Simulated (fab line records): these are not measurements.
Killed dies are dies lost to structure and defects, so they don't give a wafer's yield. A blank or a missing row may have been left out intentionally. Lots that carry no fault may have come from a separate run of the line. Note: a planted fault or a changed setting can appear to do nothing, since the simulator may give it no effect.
Chamber matching :: flow nandHarc :: 4 sister chambers for NHARC_P_BONDPAD_CMP_32 on cmp-01
The step polishes SiCN, target thk 200 nm. 4 wafers are shown with their chamber, then 7 later ones without.

== WAFERS WITH THEIR CHAMBER ==
wafer: L086.6
chamber: 3
motorCurrentA (A): 10.8

wafer: L089.6
chamber: 1
motorCurrentA (A): 11.4

wafer: L091.1
chamber: 0
motorCurrentA (A): 13.5

wafer: L091.3
chamber: 2
motorCurrentA (A): 11.9

== WAFERS MISSING THEIR CHAMBER ==
wafer: L091.4
motorCurrentA (A): 11.3

wafer: L094.1
motorCurrentA (A): 14.4

wafer: L094.2
motorCurrentA (A): 11.1

wafer: L094.4
motorCurrentA (A): 11.9

wafer: L095.3
motorCurrentA (A): 12.0

wafer: L095.4
motorCurrentA (A): 12.3

wafer: L095.6
motorCurrentA (A): 11.8

== WHICH CHAMBER EACH WENT THROUGH ==
wafer: L091.4
from the rows above: can't be placed: 1 or 3 or 2
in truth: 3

wafer: L094.1
from the rows above: 0
in truth: 0

wafer: L094.2
from the rows above: can't be placed: 3 or 1 or 2
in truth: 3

wafer: L094.4
from the rows above: can't be placed: 2 or 1
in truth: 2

wafer: L095.3
from the rows above: can't be placed: 2 or 1
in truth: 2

wafer: L095.4
from the rows above: can't be placed: 2 or 1
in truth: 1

wafer: L095.6
from the rows above: can't be placed: 2 or 1
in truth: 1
Correctly placed: 1 of 7. Unplaceable from these rows: 6, with the true chamber sitting among the candidates in 6. 0 placed wrongly.
How it was worked out, from the rows above alone: a wafer's distance from a chamber is the root of the sum, over the readings, of the square of ((its reading less the chamber's mean) divided by the reading's scatter). If the next closest chamber is less than 2 further off than the closest, the wafer can't be placed; otherwise it belongs to the closest. A chamber's mean is the mean of its shown wafers. The scatter: with one shown wafer a chamber, the root of the mean of the squares of how far each hidden wafer lies from its nearest shown one.
